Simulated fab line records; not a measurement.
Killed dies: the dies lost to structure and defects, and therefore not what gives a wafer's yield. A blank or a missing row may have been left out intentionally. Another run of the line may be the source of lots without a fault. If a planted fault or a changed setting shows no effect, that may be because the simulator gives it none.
Chamber matching -- flow n5Finfet -- rieDiel-06 running N5_BEOL_M0_SAQP_ETCH_101: 4 sister chambers
The step etches SiNx in CH3F/O2, target depth 29.9 nm, time 42.7 s. 4 wafers are shown with their chamber, then 8 later ones without.

## WAFERS WITH THEIR CHAMBER
wafer,chamber,showerheadPlenumPTorr (Torr)
L084.6,1,1.97
L086.1,2,2.07
L086.4,3,2.13
L089.1,0,1.99

## WAFERS MISSING THEIR CHAMBER
wafer,showerheadPlenumPTorr (Torr)
L089.3,1.97
L089.4,2.06
L090.3,2.06
L090.5,1.99
L090.6,2.13
L096.1,2.13
L096.4,2.06
L096.6,1.96

## WHICH CHAMBER EACH WENT THROUGH
wafer,from the rows above,in truth
L089.3,1,1
L089.4,2,2
L090.3,2,2
L090.5,0,0
L090.6,3,3
L096.1,3,3
L096.4,2,2
L096.6,1,1
Correct placement for 8 of the 8. Left unplaced by these rows: 0. 0 placed wrongly.
How it was worked out, from the rows above alone: a wafer's distance from a chamber is the root of the sum, over the readings, of the square of ((its reading less the chamber's mean) divided by the reading's scatter). If the next closest chamber is less than 2 further off than the closest, the wafer can't be placed; otherwise it belongs to the closest. A chamber's mean is the mean of its shown wafers. The scatter: with one shown wafer a chamber, the root of the mean of the squares of how far each hidden wafer lies from its nearest shown one.
